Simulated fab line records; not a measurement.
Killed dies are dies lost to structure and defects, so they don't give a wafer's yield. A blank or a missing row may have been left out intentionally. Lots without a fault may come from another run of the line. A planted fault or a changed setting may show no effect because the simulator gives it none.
Chamber matching | flow n5_finfet | N5_MIM_TOP_ALD_00 on ald_hk-01: 4 sister chambers
The step deposits Al2O3, purge time 3 s, co reactant pulse time 3 s. 18 wafers are shown with their chamber, then 9 later ones without.

== WAFERS, EACH WITH ITS CHAMBER ==
wafer  | chamber | precursor_pulse_height_rel
L075.2 | 3       | 0.988
L075.5 | 1       | 1.035
L075.6 | 0       | 1.025
L074.1 | 0       | 1.012
L074.2 | 3       | 1.012
L074.3 | 2       | 1.011
L078.2 | 2       | 1.006
L078.3 | 1       | 0.992
L078.4 | 0       | 0.994
L085.3 | 1       | 0.984
L085.5 | 1       | 1.002
L085.6 | 2       | 0.980
L087.1 | 0       | 0.998
L087.3 | 2       | 0.963
L087.6 | 2       | 0.995
L088.1 | 2       | 0.992
L088.2 | 0       | 0.985
L088.4 | 3       | 1.004

SIGNATURES (means of the wafers above)
reading                    | chamber 0 | chamber 1 | chamber 2 | chamber 3 | scatter within a chamber
precursor_pulse_height_rel | 1.00280   | 1.00325   | 0.99117   | 1.00133   | 0.0176
Rule: for a wafer and a chamber, the distance is found by dividing, reading by reading, the gap between the wafer's reading and the chamber's mean by the reading's scatter, squaring, summing and taking the root. If the next closest chamber is less than 2 further off than the closest, the wafer can't be placed; otherwise it belongs to the closest. The scatter is the square root of a quotient: the sum, over the shown wafers, of each reading's squared deviation from its chamber's mean, divided by wafers minus chambers.

== WAFERS WITH NO CHAMBER GIVEN ==
wafer  | precursor_pulse_height_rel
L093.4 | 0.991
L093.5 | 1.018
L093.6 | 0.967
L096.3 | 1.008
L096.5 | 1.043
L096.6 | 1.017
L097.1 | 0.973
L097.3 | 1.007
L097.5 | 0.976

== THE CHAMBER EACH PASSED THROUGH ==
wafer  | from the rows above               | in truth
L093.4 | can't be placed: 2 or 3 or 0 or 1 | 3
L093.5 | can't be placed: 1 or 0 or 3 or 2 | 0
L093.6 | can't be placed: 2 or 3 or 0 or 1 | 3
L096.3 | can't be placed: 1 or 0 or 3 or 2 | 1
L096.5 | can't be placed: 1 or 0 or 3 or 2 | 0
L096.6 | can't be placed: 1 or 0 or 3 or 2 | 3
L097.1 | can't be placed: 2 or 3 or 0 or 1 | 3
L097.3 | can't be placed: 1 or 0 or 3 or 2 | 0
L097.5 | can't be placed: 2 or 3 or 0 or 1 | 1
0 of 9 placed correctly. These rows do not allow placing 9 (true chamber among the candidates in 9). Number placed wrongly: 0.
